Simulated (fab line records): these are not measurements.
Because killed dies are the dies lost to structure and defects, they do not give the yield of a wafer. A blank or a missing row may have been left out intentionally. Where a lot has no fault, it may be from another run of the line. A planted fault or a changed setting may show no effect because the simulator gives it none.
fab line records	flow n5Finfet
[record] lots = 7	wafers = 21	lastDay = 20
route steps=1938 shown FIN_SAQP@119 PASSIVATION@1936
lots untouched by any fault: they come from a run of this same line in which no faults occurred
startH: hours from the record's first day to the start of the lot's first wafer shown	waitH: time in hours since the lot's previous step	" repeats the value in the row above	L1.1+2: several wafers, shown together as one row	- value missing, or start not given	* or withheld: withheld	< > ~ a bound
route shown NAME@n: NAME is a module with steps in the file, n the number in the route of the first one	usual: mean/standard deviation of fault-free wafers	same: alike in all rows	chamber/n: place in a boat	sites: each site's reading	_std_site: the standard deviation of these	_edge_site: outer sites' mean less inner sites'	radiusMm: for every site, how far away it sits from the centre of the wafer	mask NAME#n: copy n	behind: the most recent tool/chamber to have shaped the wafer	hold: the reason the lot was held/the length of the hold in hours/how it ended	device: the n, p or np transistor that did not switch	end of line: tests run on the same wafers once the route is complete	step lacking rows: just its recipe	killed: dies lost to structure and defects at the first sort, not the wafer's yield	map: a wafer's dies, marking killed ones x, the rest . and places with no die _
set.NAME: the setting that was run; set.NAME@STEP: the one run at that earlier step	model.NAME: the simulator's own value behind a step, which no gauge read
certain route steps with their lots: each step a table, each wafer a row
services: a tool's chamber out of use, with start hour (startH, from the record's first day; less than 0 if before it), hours out, and reason
[[steps]]
[step N5_FIN_SAQP_STRIP_74]
[recipe] chemistry = CHF3/O2	resist = SiARC	rfFrequencyHz = 6e+07
[step N5_FIN_SAQP_MANDREL_ETCH_22]
[recipe] targetDepthA = 600	chemistry = HBr/Cl2	target = a-Si	stopOn = SiNx	btTimeS = 10	overEtchFrac = 0.5	timeS = 30	pressureMtorr = 10	icpW = 800	biasW = 75	HBr_flow_sccm = 150	Cl2_flow_sccm = 80	ends = endPoint
[usual] drypumpMotorCurrentA = 5.3/0.35	mfcCl2Sccm = 80.03/0.23	oesProductAu = 0.764/0.017	rfFwdPowerW = 795.0/2.7	throttleValvePct = 35.5/0.4
lot.wafer	tool	chamber	startH	waitH	drypumpMotorCurrentA	mfcCl2Sccm	oesProductAu	rfFwdPowerW	rfHoursCounterH	throttleValvePct
L777.2	rieSi-01	1	46.53	0.0	5.0	79.47	0.782	792.1	58	35.2
L777.4	"	0	"	"	5.9	79.91	0.774	794.3	187	35.6
L777.5	"	1	"	"	5.1	79.93	0.783	795.8	-	35.2
L779.2	rieSi-06	0	57.91	0.0	5.5	79.45	0.744	793.3	49	34.9
L779.4	"	1	"	"	5.3	79.76	0.767	797.4	128	35.6
L779.5	"	0	"	"	5.5	79.86	0.759	794.6	-	34.9
L781.1	rieSi-01	1	70.86	0.0	5.0	80.06	0.777	794.8	58	35.2
L781.3	"	3	"	"	5.4	80.18	0.742	800.3	130	35.8
L781.6	"	2	"	"	4.9	79.73	0.745	791.6	-	35.2
L783.2	rieSi-06	3	82.70	0.0	5.5	79.82	0.781	793.4	83	36.4
L783.3	"	1	"	"	5.3	80.20	0.758	795.9	129	35.6
L783.5	"	1	"	"	5.3	80.34	0.763	796.8	-	35.6
L787.3	rieSi-06	1	106.15	0.0	5.3	79.66	0.759	797.9	129	35.6
L787.4	"	2	"	"	5.1	79.84	0.794	796.3	2	35.3
L787.5	"	0	"	"	5.5	79.97	0.759	797.8	-	34.9
L789.2	rieSi-01	1	117.87	0.0	5.0	80.32	0.772	794.2	59	35.2
L789.4	"	0	"	"	5.9	80.13	0.773	794.0	188	35.6
L789.6	"	3	"	"	5.4	80.03	0.751	799.2	-	35.8
L790.2	rieSi-01	1	124.95	0.0	5.0	80.24	0.779	795.9	59	35.2
L790.3	"	0	"	"	6.0	80.09	0.762	799.0	189	35.6
L790.6	"	3	"	"	5.5	80.25	0.763	796.2	-	35.7
[step N5_FIN_SAQP_STRIP_55]
[recipe] chemistry = N2/H2	powerW = 500	tempC = 40	pressureMtorr = 50	rfFrequencyHz = 6e+07	overashFraction = 0.3	biasPowerW = 28	h2Frac = 0.5	n2FlowSccm = 300	h2FlowSccm = 300
[step N5_FIN_SAQP_STRIP_23]
[recipe] chemistry = SPM	timeS = 750	tempC = 130	h2so4H2o2VolRatio = 4
[step N5_FIN_SAQP_SRD_66]
[recipe] dry = ipaMarangoni	timeS = 30	tempC = 23	rinseLiquid = diw
[step N5_FIN_SAQP_RECESS_75]
[recipe] chemistry = HF/NH3	target = SiO2	targetDepthA = 144	afsCycles = 3	tempC = 30	sublimationTempC = 180	sublimationTimeS = 60
[usual] drypumpMotorCurrentA = 5.6/0.34	forelinePTorr = 0.1279/0.00049
[same] sublimationTimeS = 60
lot.wafer	tool	chamber	startH	waitH	drypumpMotorCurrentA	forelinePTorr
L777.2	vaporEtch-02	1	46.98	0.0	5.1	0.1281
L777.4	"	1	"	"	5.1	0.1279
L777.5	"	1	"	"	5.1	0.1283
L779.2	vaporEtch-02	0	58.35	0.0	5.6	0.1283
L779.4	"	1	"	"	5.1	0.1281
L779.5	"	0	"	"	5.6	0.1286
L781.1	vaporEtch-02	0	71.31	0.0	5.6	0.1277
L781.3	"	0	"	"	5.6	0.1284
L781.6	"	1	"	"	5.1	0.1281
L783.2	vaporEtch-02	1	83.12	0.0	5.1	0.1282
L783.3	"	0	"	"	5.6	0.1281
L783.5	"	0	"	"	5.6	0.1284
L787.3	vaporEtch-01	0	106.72	0.1	6.0	0.1278
L787.4	"	1	"	"	5.9	0.1282
L787.5	"	1	"	"	5.9	0.1265
L789.2	vaporEtch-02	1	118.29	0.0	5.1	0.1283
L789.4	"	1	"	"	5.1	0.1286
L789.6	"	1	"	"	5.1	0.1283
L790.2	vaporEtch-01	1	125.37	0.0	5.9	0.1279
L790.3	"	0	"	"	6.0	0.1285
L790.6	"	0	"	"	6.0	0.1276
[step N5_FIN_SAQP_SPACER1_ALD_24]
[recipe] material = SiO2	targetThkA = 203	tempC = 300	aldPrecursorFamily = BDEAS	aldCoReactant = O2-plasma	pulseTimeS = 1	purgeTimeS = 2	coReactantPurgeTimeS = 2	aldCycles = 218	pressureTorr = 2
[step N5_FIN_SAQP_SPACER1_ETCHBACK_25]
[recipe] chemistry = CHF3/O2	mode = anisotropicEtchback	target = SiO2	targetDepthA = 244	timeS = 12.2	pressureMtorr = 30	sourceW = 650	biasW = 170	Ar_flow_sccm = 200	CHF3_flow_sccm = 50	O2_flow_sccm = 5	ionEnergyEv = 200
[usual] drypumpMotorCurrentA = 5.6/0.4	oes_f_703_au = 0.77/0.057	oesProductAu = 0.76/0.059	rfVppV = 525/13	showerheadPlenumPTorr = 2.40/0.085	throttleValvePct = 18.93/0.24
lot.wafer	tool	chamber	startH	waitH	drypumpMotorCurrentA	oes_f_703_au	oesProductAu	rfHoursCounterH	rfVppV	showerheadPlenumPTorr	throttleValvePct
L777.2	rieDiel-01	0	48.08	0.4	6.2	0.74	0.72	189	517	2.51	19.10
L777.4	"	2	"	"	5.1	0.76	0.74	161	518	2.42	19.07
L777.5	"	3	"	"	5.0	0.82	0.81	-	531	2.33	18.86
L779.2	rieDiel-04	0	59.59	0.5	5.8	0.79	0.81	90	552	2.42	18.41
L779.4	"	3	"	"	5.5	0.86	0.81	106	506	2.33	18.83
L779.5	"	2	"	"	5.6	0.70	0.69	-	523	2.49	19.53
L781.1	rieDiel-01	3	72.44	0.4	5.0	0.80	0.81	100	531	2.32	18.91
L781.3	"	0	"	"	6.3	0.73	0.72	197	517	2.50	19.11
L781.6	"	0	"	"	6.2	0.73	0.71	-	517	2.50	19.11
L783.2	rieDiel-04	2	84.22	0.4	5.6	0.99	0.99	1	524	2.49	19.09
L783.3	"	0	"	"	5.8	0.78	0.80	101	551	2.42	18.43
L783.5	"	0	"	"	5.8	0.77	0.81	-	552	2.42	18.42
L787.3	rieDiel-05	0	107.72	0.4	5.1	0.75	0.77	162	523	2.31	18.72
L787.4	"	2	"	"	5.3	0.72	0.72	192	528	2.51	19.03
L787.5	"	2	"	"	5.3	0.71	0.72	-	529	2.51	19.01
L789.2	rieDiel-05	0	119.43	0.4	5.1	0.75	0.76	166	523	2.31	18.73
L789.4	"	3	"	"	5.4	0.70	0.69	210	517	2.31	18.90
L789.6	"	2	"	"	5.3	0.72	0.71	-	528	2.51	19.02
L790.2	rieDiel-05	2	126.89	0.4	5.3	0.71	0.70	198	529	2.51	19.03
L790.3	"	0	"	"	5.2	0.75	0.76	168	524	2.31	18.72
L790.6	"	0	"	"	5.1	0.74	0.76	-	524	2.31	18.72
[step N5_FIN_SAQP_MANDREL1_REMOVE_56]
[recipe] chemistry = HBr/Cl2/O2	btTimeS = 10	target = a-Si	stopOn = SiNx	endpoint = OES-SiCl	overEtchFrac = 1	icpW = 600	biasW = 22	HBr_flow_sccm = 150	Cl2_flow_sccm = 80	O2_flow_sccm = 5	pressureMtorr = 10
[step N5_FIN_SAQP_CD_MEAS_27]
[recipe] targetCdNm = 20	landingEnergyEv = 1000	detector = seInlens	polarity = line
[usual] cdNm = 20.32/0.26
lot.wafer	tool	chamber	startH	waitH	cdNm
L777.2	cdSem-01	0	48.29	0.1	20.13
L777.4	"	0	"	"	20.75
L777.5	"	0	"	"	20.43
L779.2	cdSem-01	0	59.79	0.1	19.95
L779.4	"	0	"	"	20.32
L779.5	"	0	"	"	20.86
L781.1	cdSem-03	0	72.64	0.1	20.19
L781.3	"	0	"	"	20.23
L781.6	"	0	"	"	20.17
L783.2	cdSem-01	0	84.43	0.1	20.16
L783.3	"	0	"	"	20.18
L783.5	"	0	"	"	20.34
L787.3	cdSem-02	0	107.93	0.1	20.01
L787.4	"	0	"	"	20.14
L787.5	"	0	"	"	20.25
L789.2	cdSem-01	0	119.63	0.1	20.37
L789.4	"	0	"	"	20.54
L789.6	"	0	"	"	20.11
L790.2	cdSem-01	0	127.10	0.1	20.33
L790.3	"	0	"	"	20.38
L790.6	"	0	"	"	20.45
[step N5_FIN_SAQP_ETCH_57]
[recipe] chemistry = CH3F/O2	target = SiNx	maskMaterial = SiO2	targetDepthA = 325	timeS = 46.4	pressureMtorr = 30	sourceW = 395	biasW = 73	Ar_flow_sccm = 150	CH3F_flow_sccm = 30	O2_flow_sccm = 20	ionEnergyEv = 120	ends = cleared
[usual] drypumpMotorCurrentA = 5.6/0.42	etchRfOnTimeS = 46.1/1	oes_f_703_au = 0.77/0.051	oesProductAu = 0.66/0.049	rfFwdPowerW = 387.7/1.8	rfVppV = 299/7.8	showerheadPlenumPTorr = 2.00/0.075	throttleValvePct = 16.37/0.21
lot.wafer	tool	chamber	startH	waitH	drypumpMotorCurrentA	etchRfOnTimeS	oes_f_703_au	oesProductAu	rfFwdPowerW	rfHoursCounterH	rfVppV	showerheadPlenumPTorr	throttleValvePct
L777.2	rieDiel-05	0	48.33	0.0	5.2	44.6	0.78	0.67	392.1	144	298	1.92	16.14
L777.4	"	1	"	"	6.1	45.1	0.83	0.70	386.8	91	297	2.01	16.49
L777.5	"	3	"	"	5.5	47.1	0.72	0.61	386.4	-	293	1.92	16.33
L779.2	rieDiel-04	1	59.83	0.0	6.1	46.9	0.78	0.65	392.6	137	293	1.94	16.56
L779.4	"	0	"	"	5.8	45.4	0.77	0.70	387.0	90	315	2.02	15.89
L779.5	"	0	"	"	5.8	46.1	0.76	0.70	388.4	-	313	2.02	15.90
L781.1	rieDiel-05	0	72.92	0.3	5.1	46.8	0.76	0.66	391.8	153	296	1.92	16.15
L781.3	"	1	"	"	6.2	46.4	0.82	0.68	383.7	100	299	2.01	16.52
L781.6	"	0	"	"	5.1	47.3	0.77	0.65	391.8	-	297	1.91	16.13
L783.2	rieDiel-01	0	84.47	0.0	6.3	45.7	0.73	0.61	388.0	202	292	2.08	16.55
L783.3	"	2	"	"	5.1	45.7	0.76	0.63	391.1	174	295	2.00	16.51
L783.5	"	3	"	"	5.0	47.2	0.80	0.68	390.7	-	301	1.92	16.32
L787.3	rieDiel-01	0	107.97	0.0	6.3	45.9	0.72	0.60	389.0	211	292	2.07	16.57
L787.4	"	2	"	"	5.2	47.3	0.76	0.63	388.0	184	293	2.00	16.53
L787.5	"	1	"	"	5.9	46.4	0.76	0.71	388.2	-	315	2.13	16.17
L789.2	rieDiel-01	0	119.68	0.0	6.2	45.0	0.72	0.60	386.2	216	292	2.07	16.57
L789.4	"	1	"	"	5.8	46.0	0.77	0.70	386.5	91	315	2.12	16.19
L789.6	"	3	"	"	5.0	47.4	0.79	0.67	388.9	-	300	1.92	16.36
L790.2	rieDiel-01	2	127.18	0.1	5.1	46.1	0.76	0.62	388.8	190	292	2.00	16.55
L790.3	"	0	"	"	6.2	44.9	0.72	0.60	385.7	218	292	2.07	16.58
L790.6	"	2	"	"	5.1	46.6	0.75	0.61	386.6	-	294	2.00	16.54
[step N5_FIN_SAQP_ETCH_65]
[recipe] chemistry = CF4	target = SiO2	targetDepthA = 40	ionEnergyEv = 350	timeS = 4.4	pressureMtorr = 10	icpW = 800	biasW = 400	cf4FlowSccm = 80
[step N5_FIN_SAQP_MANDREL_ETCH_58]
[recipe] chemistry = HBr/Cl2	target = a-Si	targetDepthA = 450	btTimeS = 10	stopOn = SiNx	maskMaterial = SiO2	overEtchFrac = 0.8	timeS = 27	pressureMtorr = 10	icpW = 800	biasW = 75	HBr_flow_sccm = 150	Cl2_flow_sccm = 80	ends = endPoint
[usual] drypumpMotorCurrentA = 5.36/0.27	mfcCl2Sccm = 80.01/0.24	oesProductAu = 0.696/0.015	rfFwdPowerW = 792.7/2.8	throttleValvePct = 35.7/0.52
lot.wafer	tool	chamber	startH	waitH	drypumpMotorCurrentA	mfcCl2Sccm	oesProductAu	rfFwdPowerW	rfHoursCounterH	throttleValvePct
L777.2	rieSi-06	1	48.47	0.0	5.38	80.29	0.686	794.4	128	35.8
L777.4	"	0	"	"	5.52	79.79	0.687	792.1	48	35.1
L777.5	"	0	"	"	5.50	79.87	0.677	790.6	-	35.1
L779.2	rieSi-06	1	59.98	0.0	5.37	80.07	0.689	796.1	128	35.8
L779.4	"	2	"	"	5.11	79.59	0.704	797.0	1	35.6
L779.5	"	0	"	"	5.51	80.06	0.690	794.0	-	35.1
L781.1	rieSi-06	2	73.06	0.0	5.11	80.08	0.713	791.1	2	35.6
L781.3	"	0	"	"	5.50	79.86	0.691	789.6	49	35.1
L781.6	"	3	"	"	5.51	80.26	0.709	791.7	-	36.6
L783.2	rieSi-06	1	84.61	0.0	5.34	80.18	0.701	795.0	129	35.8
L783.3	"	0	"	"	5.51	79.66	0.687	788.9	49	35.1
L783.5	"	3	"	"	5.54	80.32	0.704	789.4	-	36.6
L787.3	rieSi-06	1	108.11	0.0	5.34	80.05	0.691	794.6	129	35.8
L787.4	"	0	"	"	5.46	80.05	0.695	313.4	50	35.1
L787.5	"	2	"	"	5.12	79.91	0.722	789.3	-	35.6
L789.2	rieSi-06	0	119.82	0.0	5.50	80.24	0.685	310.7	50	35.1
L789.4	"	2	"	"	5.10	80.35	0.736	794.1	2	35.5
L789.6	"	0	"	"	5.51	80.20	0.701	314.1	-	35.1
L790.2	rieSi-06	3	127.32	0.0	5.54	80.00	0.707	792.2	84	36.6
L790.3	"	0	"	"	5.50	79.57	0.687	311.7	50	35.1
L790.6	"	3	"	"	5.52	80.00	0.715	789.8	-	36.6
[step N5_FIN_SAQP_RECESS_63]
[recipe] chemistry = HF/NH3	target = SiO2	targetDepthA = 180	afsCycles = 3	tempC = 30	sublimationTempC = 180	sublimationTimeS = 60
[usual] drypumpMotorCurrentA = 5.6/0.33	forelinePTorr = 0.1280/0.00051
[same] sublimationTimeS = 60
lot.wafer	tool	chamber	startH	waitH	drypumpMotorCurrentA	forelinePTorr
L777.2	vaporEtch-01	1	48.55	0.1	5.9	0.1286
L777.4	"	0	"	"	6.0	0.1280
L777.5	"	1	"	"	5.9	0.1290
L779.2	vaporEtch-02	0	60.06	0.1	5.6	0.1283
L779.4	"	1	"	"	5.1	0.1278
L779.5	"	0	"	"	5.6	0.1280
L781.1	vaporEtch-01	1	73.14	0.1	5.9	0.1289
L781.3	"	1	"	"	5.9	0.1301
L781.6	"	1	"	"	5.9	0.1290
L783.2	vaporEtch-02	0	84.69	0.1	5.6	0.1277
L783.3	"	1	"	"	5.1	0.1277
L783.5	"	1	"	"	5.1	0.1281
L787.3	vaporEtch-02	1	108.31	0.2	5.1	0.1277
L787.4	"	0	"	"	5.6	0.1280
L787.5	"	0	"	"	5.6	0.1278
L789.2	vaporEtch-02	0	119.90	0.1	5.6	0.1280
L789.4	"	0	"	"	5.6	0.1278
L789.6	"	0	"	"	5.6	0.1281
L790.2	vaporEtch-02	0	127.40	0.1	5.5	0.1282
L790.3	"	1	"	"	5.1	0.1289
L790.6	"	1	"	"	5.1	0.1279
[step N5_PASSIVATION_PROBE_49]
[usual] killed_at_M0_to_M3 = 36/10	killed_at_M4_up = 14/5.2	killedAtContacts = 12/6	killedAtFrontEnd = 37/10	killedAtOther = 4/3.3	killedDies = 104/18	killedOpen = 68/14	killedShort = 34/7.4
[same] grossDies = 1180	killedAtBackSide = 0
lot.wafer	tool	chamber	startH	waitH	killed_at_M0_to_M3	killed_at_M4_up	killedAtContacts	killedAtFrontEnd	killedAtOther	killedDies	killedOpen	killedShort
L777.2	prober-02	-	331.96	0.1	48	11	15	28	3	105	63	40
L777.4	prober-02	-	332.06	0.2	25	19	11	28	2	85	65	20
L777.5	prober-02	-	332.11	0.2	46	16	9	42	3	116	62	52
L783.2	prober-01	-	375.65	0.1	30	14	10	41	8	103	65	37
L783.3	prober-01	-	375.70	0.1	25	10	15	56	1	107	63	43
L783.5	prober-01	-	375.80	0.2	33	8	10	23	6	80	45	32
L790.2	prober-01	-	420.08	0.1	23	8	4	34	8	77	47	29
L790.3	prober-01	-	420.13	0.1	31	25	12	39	10	117	80	36
L790.6	prober-01	-	420.28	0.3	21	27	8	57	6	119	88	31
L789.2	prober-01	-	470.39	0.1	29	19	7	41	3	99	60	35
L789.4	prober-01	-	470.49	0.2	36	13	16	67	6	138	99	39
L789.6	prober-01	-	470.59	0.3	35	22	16	38	4	115	81	34
// killed by level:class
L777.2 BEOL_M0_SAQP:geometricParticle:short=19 BEOL_M0_SAQP:geometricParticle:open=14 MOL_CONTACT_COAG:geometricParticle:open=11 BEOL_M2:geometricParticle:open=6 ILD0:geometricParticle:open=5 BEOL_M3:geometricParticle:open=5 FIN_SAQP:geometricParticle:short=4 MOL_CONTACT_COAG:geometricParticle:short=4
L777.4 MOL_CONTACT_COAG:geometricParticle:open=11 DUMMY_GATE:geometricParticle:open=9 BEOL_M0_SAQP:geometricParticle:open=8 BEOL_M3:geometricParticle:open=8 FIN_SAQP:geometricParticle:open=5 BEOL_M0_SAQP:geometricParticle:short=5 BEOL_M4:geometricParticle:short=5 BEOL_M4:geometricParticle:open=5
L777.5 BEOL_M0_SAQP:geometricParticle:short=19 BEOL_M0_SAQP:geometricParticle:open=14 ILD0:geometricParticle:open=10 FIN_SAQP:geometricParticle:short=9 BEOL_M4:geometricParticle:open=7 BEOL_M2:geometricParticle:open=6 MOL_CONTACT_COAG:geometricParticle:open=5 MOL_CONTACT_COAG:geometricParticle:short=4
L783.2 FIN_SAQP:geometricParticle:open=14 GATE_CUT:geometricParticle:short=9 BEOL_M0_SAQP:geometricParticle:open=9 BEOL_M4:geometricParticle:open=7 BEOL_M0_SAQP:geometricParticle:short=7 MOL_CONTACT_COAG:geometricParticle:open=6 BEOL_M3:geometricParticle:open=6 MIM_BOT:geometricParticle:open=6
L783.3 FIN_SAQP:geometricParticle:short=17 MOL_CONTACT_COAG:geometricParticle:open=12 GATE_CUT:geometricParticle:short=11 FIN_SAQP:geometricParticle:open=9 BEOL_M2:geometricParticle:open=7 BEOL_M0_SAQP:geometricParticle:open=5 ILD0:geometricParticle:open=4 GATE_CUT:geometricParticle:open=4
L783.5 BEOL_M0_SAQP:geometricParticle:short=9 FIN_SAQP:geometricParticle:short=8 MOL_CONTACT_COAG:geometricParticle:open=7 BEOL_M0_SAQP:geometricParticle:open=7 BEOL_M2:geometricParticle:open=7 BEOL_M5:geometricParticle:open=5 FIN_SAQP:geometricParticle:open=4 MOL_CONTACT_COAG:geometricParticle:short=3
L790.2 BEOL_M0_SAQP:geometricParticle:open=7 STARTING-WAFER:geometricParticle:open=6 STI_FIN_REVEAL:geometricParticle:open=5 DUMMY_GATE:geometricParticle:open=5 MOL_CONTACT_COAG:geometricParticle:open=4 BEOL_M0_SAQP:geometricParticle:short=4 MIM_TOP_ETCH:geometricParticle:short=4 FIN_SAQP:geometricParticle:short=3
L790.3 BEOL_M4:geometricParticle:open=16 STI_FIN_REVEAL:geometricParticle:open=15 BEOL_M2:geometricParticle:open=8 MOL_CONTACT_COAG:geometricParticle:open=7 BEOL_M3:geometricParticle:open=6 MOL_CONTACT_COAG:geometricParticle:short=5 BEOL_M0_SAQP:geometricParticle:open=5 STARTING-WAFER:geometricParticle:open=5
L790.6 BEOL_M4:geometricParticle:open=18 STI_FIN_REVEAL:geometricParticle:open=11 FIN_SAQP:geometricParticle:open=8 ILD0:geometricParticle:open=7 BEOL_M1:geometricParticle:open=7 FIN_SAQP:geometricParticle:short=6 MOL_CONTACT_COAG:geometricParticle:open=6 STARTING-WAFER:geometricParticle:open=5
L789.2 BEOL_M0_SAQP:geometricParticle:short=9 BEOL_M4:geometricParticle:open=7 FIN_SAQP:geometricParticle:short=6 FIN_SAQP:geometricParticle:open=6 STI_FIN_REVEAL:geometricParticle:open=6 BEOL_M0_SAQP:geometricParticle:open=6 DUMMY_GATE:geometricParticle:open=5 GATE_CUT:geometricParticle:short=5
L789.4 STI_FIN_REVEAL:geometricParticle:open=25 MOL_CONTACT_COAG:geometricParticle:open=15 FIN_SAQP:geometricParticle:open=13 FIN_SAQP:geometricParticle:short=12 BEOL_M3:geometricParticle:open=11 BEOL_M2:geometricParticle:open=6 BEOL_M0_SAQP:geometricParticle:short=5 BEOL_M4:geometricParticle:open=5
L789.6 MOL_CONTACT_COAG:geometricParticle:open=15 FIN_SAQP:geometricParticle:open=10 BEOL_M0_SAQP:geometricParticle:open=9 BEOL_M5:geometricParticle:open=8 BEOL_M0_SAQP:geometricParticle:short=6 BEOL_M1:geometricParticle:open=6 STI_FIN_REVEAL:geometricParticle:open=5 BEOL_M4:geometricParticle:open=5
[[services]]
tool	chamber	startH	hours	kind
vaporEtch-01	-	43.57	2.8	pm
vaporEtch-01	-	51.16	3.3	repair
rieDiel-04	2	60.97	-	clean
rieDiel-04	2	60.97	-	consumableReplace:focusRing
rieDiel-04	2	60.97	17.9	scheduledDown
rieDiel-04	2	60.97	17.9	ventCycle
vaporEtch-01	1	63.01	2.8	repair
rieSi-06	-	74.70	2.8	pm
rieSi-01	-	98.96	0.4	repair
rieSi-06	1	124.86	13.7	repair
[[key]]
[firstSign] step = N5_FIN_SAQP_MANDREL_ETCH_58	reading = rfFwdPowerW	direction = down	sigmas = 99+	usual = *	struck = *
effect none on later readings
metAt N5_FIN_SAQP_MANDREL_ETCH_58
struckWafers L787.4,L789.2,L789.6,L790.3
testerLeftOut L787,L789,L790
onsetBetween 84.61 108.11
[fault] kind = processParameterDrift	tool = rieSi-06	chamber = 0	onsetH = 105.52	steps = N5_FIN_SAQP_MANDREL_ETCH_58	channel = icpW	offset = -480	shape = step	endH = 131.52	actsIn = theseRecipesOnly	stated = 800
// testerLeftOut: of these lots the tester's yield and bins aren't shown, on N5 and GAA mostly nor the transistor test; their killed dies are dies lost to structure and defects alone, not to doping, threshold or leakage, so they don't give the yield
